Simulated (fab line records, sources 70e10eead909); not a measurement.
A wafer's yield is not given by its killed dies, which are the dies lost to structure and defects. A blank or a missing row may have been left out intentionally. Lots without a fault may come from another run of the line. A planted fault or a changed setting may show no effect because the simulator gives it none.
Chamber matching    flow nandHarc    rieDiel-12 running NHARC_P_M1_STRIP_18: 4 sister chambers
The step strips in N2/H2. 8 wafers are shown with their chamber, then 8 later ones without.

WAFERS, EACH WITH ITS CHAMBER
wafer   chamber  drypumpMotorCurrentA (A)  throttleValvePct (%)
L074.1  2        5.9                       14.178
L082.4  3        5.9                       14.170
L086.4  1        5.6                       14.181
L086.5  0        6.2                       14.171
L089.1  3        5.9                       14.182
L089.4  0        6.1                       14.164
L089.5  2        5.9                       14.186
L090.1  1        5.6                       14.179

WAFERS MISSING THEIR CHAMBER
wafer   drypumpMotorCurrentA (A)  throttleValvePct (%)
L090.2  5.9                       14.171
L090.4  5.9                       14.171
L092.1  5.6                       14.162
L092.2  5.9                       14.189
L092.4  5.9                       14.166
L095.2  6.2                       14.159
L095.4  5.6                       14.159
L095.5  5.9                       14.175

WHICH CHAMBER EACH WENT THROUGH
wafer   from the rows above      in truth
L090.2  can't be placed: 3 or 2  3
L090.4  can't be placed: 3 or 2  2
L092.1  1                        1
L092.2  can't be placed: 2 or 3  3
L092.4  can't be placed: 3 or 2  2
L095.2  0                        0
L095.4  1                        1
L095.5  can't be placed: 3 or 2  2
Placed correctly: 3 of 8. Cannot be placed on the basis of these rows: 5; the candidates contain the true chamber in 5. 0 placed wrongly.
How it was worked out, from the rows above alone: a wafer's distance from a chamber is the root of the sum, over the readings, of the square of ((its reading less the chamber's mean) divided by the reading's scatter). If the next closest chamber is less than 2 further off than the closest, the wafer can't be placed; otherwise it belongs to the closest. A chamber's mean is the mean of its shown wafers. The scatter is the square root of a quotient: the sum, over the shown wafers, of each reading's squared deviation from its chamber's mean, divided by wafers minus chambers.
